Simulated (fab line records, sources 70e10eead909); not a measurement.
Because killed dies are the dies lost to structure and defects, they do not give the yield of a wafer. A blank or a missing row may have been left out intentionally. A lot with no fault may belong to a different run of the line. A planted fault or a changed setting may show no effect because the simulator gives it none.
fab line records	flow nand_harc
record: lots: 13	wafers: 39	last_day: 34
route steps=1302 shown P_M0@269 P_M1@293 END@1302
lots with no fault: from the same line, run without faults
start_h: hours from the record's first day to the start of the lot's first wafer shown	wait_h: time in hours since the lot's previous step	" unchanged from the row above	L1.1+2: a row that stands for several wafers	- no value, or no start given	* or withheld: withheld	< > ~ a bound
route shown NAME@n: names a module that has steps shown in the file, with the first one's number in the route	usual: average and standard deviation across the fault-free wafers	same: alike in all rows	chamber/n: place in a boat	sites: per-site readings	_std_site: the values' standard deviation	_edge_site: outer sites' mean less inner sites'	radius_mm: how far each site lies from the wafer's centre	mask NAME#n: copy n	behind: the most recent tool/chamber to have shaped the wafer	hold: what put the lot on hold/how long, in hours/how the hold closed	device: the transistor (n, p or np) that didn't switch	end of line: the tests these same wafers got at the end of their route	for a step that has no rows: nothing shown but its recipe	killed: dies that structure and defects cost at the first sort, which is not the same as the wafer's yield	map: dies across one wafer; x = killed, . = not, _ = none there
set.NAME: setting as actually run; set.NAME@STEP: the setting as run at that earlier step	model.NAME: the simulator's own value behind a step, which no gauge read
route steps across a sampled set of lots; one table per step, one row per wafer
services: a tool's chamber out of use, with start hour (start_h, from the record's first day; less than 0 if before it), hours out, and reason
== steps ==
step: NHARC_P_M0_CD_MEAS_16
usual: cd_nm: 90.0/1.1
lot.wafer	tool	chamber	start_h	wait_h	cd_nm
L432.2	cd_sem-02	-	130.17	-	92.2
L432.3	"	-	"	"	91.9
L432.6	"	-	"	"	91.5
L431.2	cd_sem-03	-	130.92	-	90.6
L431.4	"	-	"	"	90.7
L431.5	"	-	"	"	90.7
L433.1	cd_sem-03	-	143.90	-	88.3
L433.2	"	-	"	"	89.1
L433.3	"	-	"	"	89.1
L437.1	cd_sem-01	-	183.47	-	88.7
L437.2	"	-	"	"	89.9
L437.6	"	-	"	"	88.2
L438.1	cd_sem-01	-	187.85	-	91.6
L438.3	"	-	"	"	91.1
L438.4	"	-	"	"	91.7
L443.1	cd_sem-01	-	251.56	-	89.0
L443.3	"	-	"	"	89.2
L443.6	"	-	"	"	89.3
L445.1	cd_sem-01	-	268.31	-	89.4
L445.3	"	-	"	"	87.9
L445.4	"	-	"	"	87.9
L448.2	cd_sem-02	-	302.35	-	88.4
L448.4	"	-	"	"	89.5
L448.5	"	-	"	"	90.6
L449.1	cd_sem-01	-	311.02	-	88.6
L449.2	"	-	"	"	88.2
L449.4	"	-	"	"	89.9
L451.1	cd_sem-01	-	321.36	-	89.0
L451.3	"	-	"	"	87.9
L451.4	"	-	"	"	89.5
L452.4	cd_sem-02	-	333.03	-	89.4
L452.5	"	-	"	"	89.1
L452.6	"	-	"	"	91.4
L453.1	cd_sem-01	-	342.59	-	89.8
L453.2	"	-	"	"	90.3
L453.5	"	-	"	"	89.6
L454.2	cd_sem-01	-	347.49	-	92.0
L454.4	"	-	"	"	93.2
L454.6	"	-	"	"	91.7
step: NHARC_P_M0_PVD_20
recipe: target_thk_a: 50	bias_v: 168.6	power_w: 15000	chamber_pressure_pa: 0.12	time_s: 8.06	substrate_temp_c: 50	material: TaN
usual: throttle_valve_pct: 30.2/0.99
lot.wafer	tool	chamber	start_h	wait_h	throttle_valve_pct
L432.2	pvd_sputter-02	-	-	-	30.4
L432.3	"	-	"	"	28.2
L432.6	"	-	"	"	30.4
L431.4	pvd_sputter-03	-	-	-	31.0
L431.2	"	-	"	"	30.6
L431.5	"	-	"	"	29.1
L433.1	pvd_sputter-02	-	-	-	29.2
L433.2	"	-	"	"	28.2
L433.3	"	-	"	"	30.0
L437.2	pvd_sputter-03	-	-	-	31.3
L437.1	"	-	"	"	29.6
L437.6	"	-	"	"	31.3
L438.1	pvd_sputter-03	-	-	-	31.1
L438.3	"	-	"	"	29.8
L438.4	"	-	"	"	30.5
L443.1	pvd_sputter-01	-	-	-	29.9
L443.3	"	-	"	"	30.9
L443.6	"	-	"	"	31.4
L445.4	pvd_sputter-01	-	-	-	30.9
L445.1	"	-	"	"	31.3
L445.3	"	-	"	"	29.6
L448.4	pvd_sputter-03	-	-	-	30.0
L448.2	"	-	"	"	30.6
L448.5	"	-	"	"	30.3
L449.2	pvd_sputter-01	-	-	-	31.7
L449.4	"	-	"	"	30.0
L449.1	"	-	"	"	30.6
L451.3	pvd_sputter-02	-	-	-	27.8
L451.4	"	-	"	"	31.3
L451.1	"	-	"	"	30.4
L452.4	pvd_sputter-01	-	-	-	31.6
L452.6	"	-	"	"	30.0
L452.5	"	-	"	"	31.1
L453.2	pvd_sputter-02	-	-	-	31.0
L453.1	"	-	"	"	29.2
L453.5	"	-	"	"	31.0
L454.2	pvd_sputter-01	-	-	-	31.2
L454.4	"	-	"	"	30.9
L454.6	"	-	"	"	31.2
step: NHARC_P_M1_PEB_07
recipe: peb_temp_c: 100	peb_time_s: 65
usual: heater_power_total_W: 156.7/0.4
lot.wafer	tool	chamber	start_h	wait_h	heater_power_total_W
L432.2	litho_track-04	0	133.63	0.1	156.0
L432.3	"	0	"	"	157.1
L432.6	"	0	"	"	156.6
L431.2	litho_track-04	0	134.45	0.1	157.1
L431.4	"	0	"	"	156.1
L431.5	"	0	"	"	156.4
L433.1	litho_track-06	0	147.39	0.1	155.9
L433.2	"	0	"	"	156.7
L433.3	"	0	"	"	156.6
L437.1	litho_track-04	0	187.08	0.1	156.9
L437.2	"	0	"	"	157.1
L437.6	"	0	"	"	156.2
L438.1	litho_track-06	0	191.32	0.1	156.8
L438.3	"	0	"	"	156.9
L438.4	"	0	"	"	156.8
L443.1	litho_track-06	0	255.03	0.1	176.0
L443.3	"	0	"	"	176.2
L443.6	"	0	"	"	176.4
L445.1	litho_track-06	0	271.83	0.1	175.3
L445.3	"	0	"	"	176.4
L445.4	"	0	"	"	175.9
L448.2	litho_track-01	0	305.78	0.1	156.6
L448.4	"	0	"	"	156.3
L448.5	"	0	"	"	157.1
L449.1	litho_track-01	0	314.54	0.1	156.1
L449.2	"	0	"	"	156.0
L449.4	"	0	"	"	156.5
L451.1	litho_track-01	0	324.96	0.1	157.1
L451.3	"	0	"	"	157.1
L451.4	"	0	"	"	156.6
L452.4	litho_track-04	0	336.52	0.0	156.7
L452.5	"	0	"	"	156.3
L452.6	"	0	"	"	156.3
L453.1	litho_track-06	0	346.10	0.1	157.2
L453.2	"	0	"	"	156.7
L453.5	"	0	"	"	157.1
L454.2	litho_track-06	0	350.98	0.1	156.7
L454.4	"	0	"	"	157.1
L454.6	"	0	"	"	157.1
step: NHARC_P_M1_CD_MEAS_09
recipe: target_cd_nm: 130	landing_energy_ev: 500
usual: cd_nm: 130.0/0.94
lot.wafer	tool	chamber	start_h	wait_h	cd_nm
L432.2	cd_sem-02	0	133.71	-	131.0
L432.3	"	0	"	"	130.2
L432.6	"	0	"	"	128.9
L431.2	cd_sem-01	0	134.53	-	131.2
L431.4	"	0	"	"	130.3
L431.5	"	0	"	"	132.1
L433.1	cd_sem-01	0	147.47	-	130.7
L433.2	"	0	"	"	131.8
L433.3	"	0	"	"	130.4
L437.1	cd_sem-01	0	187.16	-	129.9
L437.2	"	0	"	"	131.1
L437.6	"	0	"	"	129.5
L438.1	cd_sem-02	0	191.40	-	128.9
L438.3	"	0	"	"	129.6
L438.4	"	0	"	"	130.3
L443.1	cd_sem-03	0	255.11	-	121.5
L443.3	"	0	"	"	121.6
L443.6	"	0	"	"	122.5
L445.1	cd_sem-02	0	271.91	-	122.7
L445.3	"	0	"	"	121.2
L445.4	"	0	"	"	122.2
L448.2	cd_sem-03	0	305.87	-	130.6
L448.4	"	0	"	"	129.7
L448.5	"	0	"	"	130.0
L449.1	cd_sem-03	0	314.62	-	130.1
L449.2	"	0	"	"	131.0
L449.4	"	0	"	"	130.4
L451.1	cd_sem-01	0	325.05	-	130.8
L451.3	"	0	"	"	130.2
L451.4	"	0	"	"	130.0
L452.4	cd_sem-03	0	336.61	-	131.7
L452.5	"	0	"	"	128.9
L452.6	"	0	"	"	131.3
L453.1	cd_sem-03	0	346.18	-	129.7
L453.2	"	0	"	"	128.6
L453.5	"	0	"	"	128.1
L454.2	cd_sem-01	0	351.06	-	130.2
L454.4	"	0	"	"	130.3
L454.6	"	0	"	"	130.3
step: NHARC_P_M1_ETCH_15
recipe: target_depth_a: 1825	time_s: 91.2	c4f8_flow_sccm: withheld	ar_flow_sccm: 400	rf_w: 600	bias_w: 300	chemistry: C4F8/Ar
usual: bias_w: 300.0/0.9	oes_product_au: 0.957/0.021	rf_vpp_V: 441.8/2.7
lot.wafer	tool	chamber	start_h	wait_h	bias_w	oes_product_au	rf_hours_counter_h	rf_vpp_V
L432.2	rie_diel-12	0	-	-	300.2	0.957	10	443.5
L432.3	"	1	"	"	300.8	0.979	10	435.6
L432.6	"	2	"	"	298.8	0.950	-	443.4
L431.2	rie_diel-12	2	-	-	299.8	0.957	12	443.1
L431.4	"	3	"	"	300.1	1.002	12	439.8
L431.5	"	2	"	"	298.5	0.953	-	442.3
L433.1	rie_diel-03	1	-	-	299.3	0.974	2	438.6
L433.3	"	2	"	"	300.0	0.940	2	444.8
L433.2	"	3	"	"	301.4	0.937	3	445.0
L437.1	rie_diel-12	3	-	-	301.3	0.973	33	437.1
L437.2	"	1	"	"	299.9	0.986	26	434.8
L437.6	"	2	"	"	298.8	0.967	-	442.8
L438.3	rie_diel-03	0	-	-	299.4	0.922	6	444.2
L438.1	"	1	"	"	299.5	0.928	7	439.6
L438.4	"	2	"	"	298.6	0.918	7	444.3
L443.1	rie_diel-03	0	-	-	301.4	0.975	10	444.9
L443.3	"	1	"	"	299.3	0.975	11	438.8
L443.6	"	0	"	"	299.5	0.974	-	444.5
L445.3	rie_diel-03	0	-	-	299.7	0.919	11	443.7
L445.1	"	1	"	"	300.0	0.943	11	439.1
L445.4	"	2	"	"	300.3	0.928	-	444.8
L448.2	rie_diel-06	0	-	-	300.0	0.926	15	443.1
L448.4	"	2	"	"	300.8	0.916	14	437.3
L448.5	"	1	"	"	300.7	0.918	-	444.1
L449.2	rie_diel-12	3	-	-	300.1	0.965	12	436.8
L449.4	"	1	"	"	298.9	1.002	11	446.1
L449.1	"	2	"	"	302.3	0.973	13	441.6
L451.4	rie_diel-06	1	-	-	298.3	0.956	0	442.5
L451.1	"	2	"	"	300.9	0.972	0	437.6
L451.3	"	0	"	"	299.5	0.956	0	442.0
L452.4	rie_diel-06	1	-	-	300.2	0.968	1	443.6
L452.5	"	1	"	"	299.6	0.966	-	443.3
L452.6	"	2	"	"	301.9	0.976	-	439.0
L453.1	rie_diel-03	1	-	-	299.9	0.940	4	440.3
L453.2	"	2	"	"	299.6	0.970	4	443.4
L453.5	"	1	"	"	300.1	0.955	-	440.6
L454.2	rie_diel-03	3	-	-	300.2	0.946	3	442.5
L454.4	"	0	"	"	298.2	0.960	3	442.6
L454.6	"	0	"	"	298.4	0.967	-	444.8
step: NHARC_END_SORT_01
recipe: temp_c: 25
usual: defect_limited_yield: 90.5/2.4	killed_at_array: 59/16	killed_at_other: 0.7/1.1	killed_at_periphery: 4/3	killed_dies: 64/16	killed_open: 3.4/1.8	killed_short: 2.6/1.7
same: gross_dies: 677
lot.wafer	tool	chamber	start_h	wait_h	defect_limited_yield[%]	killed_at_array	killed_at_other	killed_at_periphery	killed_dies	killed_open	killed_short
L443.1	prober-02	0	684.00	2.5	92.5	49	0	2	51	5	3
L443.3	prober-02	0	685.58	3.1	91.0	60	0	1	61	5	4
L443.6	prober-02	0	687.96	4.0	92.2	51	0	2	53	3	2
L445.1	prober-02	0	705.03	2.5	90.3	60	0	6	66	5	3
L445.3	prober-02	0	706.61	3.1	92.3	47	0	5	52	4	2
L445.4	prober-02	0	707.41	3.4	90.0	61	2	5	68	2	2
killed by level:class
L443.1 A_CHANNEL_HOLE_D1:chamber_film_flake=37 A_SOURCE_PLATE:geometric_particle:open=2 P_GATE:geometric_particle:short=1 A_CHANNEL_FILL_D1:geometric_particle:short=1 A_SGD_CUT:geometric_particle:short=1 A_SGD_CUT:geometric_particle:open=1 A_M0:geometric_particle:open=1 A_M1:geometric_particle:open=1
L443.3 A_CHANNEL_HOLE_D1:chamber_film_flake=42 A_CONTACT:chamber_film_flake=5 A_STAIRCASE:chamber_film_flake=3 A_CHANNEL_FILL_D1:geometric_particle:open=2 A_ONON_D1:geometric_particle:short=1 A_DECK1_JOINT:geometric_particle:open=1 A_CHANNEL_HOLE_D2:geometric_particle:short=1 A_SGD_CUT:geometric_particle:short=1
L443.6 A_CHANNEL_HOLE_D1:chamber_film_flake=34 A_STAIRCASE:chamber_film_flake=4 A_SLIT:chamber_film_flake=3 A_SGD_CUT:chamber_film_flake=2 A_CONTACT:chamber_film_flake=2 P_CONTACT:geometric_particle:open=1 A_CHANNEL_FILL_D1:geometric_particle:short=1 A_DECK1_JOINT:geometric_particle:open=1
L445.1 A_SLIT:chamber_film_flake=21 A_CHANNEL_HOLE_D2:chamber_film_flake=13 A_CHANNEL_HOLE_D1:chamber_film_flake=6 A_CONTACT:chamber_film_flake=6 A_WL_FILL:chamber_film_flake=4 P_GATE:chamber_film_flake=2 A_STAIRCASE:chamber_film_flake=2 P_GATE:geometric_particle:open=1
L445.3 A_SLIT:chamber_film_flake=14 A_CHANNEL_HOLE_D1:chamber_film_flake=10 A_CHANNEL_HOLE_D2:chamber_film_flake=6 A_CONTACT:chamber_film_flake=6 A_WL_FILL:chamber_film_flake=4 P_CONTACT:chamber_film_flake=3 P_M2:geometric_particle:open=1 A_CHANNEL_HOLE_D1:geometric_particle:short=1
L445.4 A_SLIT:chamber_film_flake=27 A_CHANNEL_HOLE_D2:chamber_film_flake=15 A_CHANNEL_HOLE_D1:chamber_film_flake=6 A_STAIRCASE:chamber_film_flake=5 A_CONTACT:chamber_film_flake=5 P_CONTACT:chamber_film_flake=2 THIN_TSV:chamber_film_flake=2 P_M0:geometric_particle:open=1
== services ==
tool	chamber	start_h	hours	kind
pvd_sputter-01	-	128.42	5.4	repair
rie_diel-03	2	133.84	2.6	repair
rie_diel-12	2	147.36	13.4	repair
pvd_sputter-01	-	168.59	2.0	repair
pvd_sputter-03	-	170.00	10.0	pm
rie_diel-12	2	178.74	2.1	repair
litho_track-06	-	179.00	7.0	pm
rie_diel-03	3	191.86	1.6	repair
rie_diel-03	1	194.16	2.6	repair
litho_track-04	-	203.01	7.0	pm
pvd_sputter-01	-	226.00	10.0	pm
pvd_sputter-02	-	228.26	4.6	repair
rie_diel-03	-	243.59	0.1	repair
rie_diel-03	-	254.66	0.1	repair
rie_diel-12	2	261.52	4.8	repair
rie_diel-03	3	266.46	11.2	repair
rie_diel-12	-	269.93	9.0	pm
rie_diel-03	-	281.30	9.0	pm
pvd_sputter-02	-	282.00	10.0	pm
rie_diel-03	3	304.22	4.9	repair
rie_diel-03	-	306.85	1.1	repair
rie_diel-12	3	338.90	21.6	repair
rie_diel-03	0	344.85	2.5	repair
pvd_sputter-03	-	348.00	10.0	pm
== key ==
first_sign: step: NHARC_P_M1_PEB_07	reading: heater_power_total_W	direction: up	sigmas: 48	usual: *	struck: *
effect: step: NHARC_P_M1_CD_MEAS_09	reading: cd_nm	direction: down	sigmas: 8.6	usual: 130.0	struck: 121.9	through: control_loop
met_at NHARC_P_M1_PEB_07
struck_lots L443,L445
loop_trim: step: NHARC_P_M1_EXPOSE_06	setting: dose	lots: L445
not_acting_at NHARC_P_M0_CD_MEAS_16,NHARC_P_M0_PVD_20,NHARC_P_M1_ETCH_15
onset_between 191.32 255.03
fault: kind: process_parameter_drift	tool: litho_track-06	chamber: -	onset_h: 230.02	steps: NHARC_P_M1_PEB_07	channel: peb_time_s	offset: *	shape: step	end_h: 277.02	acts_in: *	stated: *
loop_trim: a control loop set the setting to another value than it would have without faults
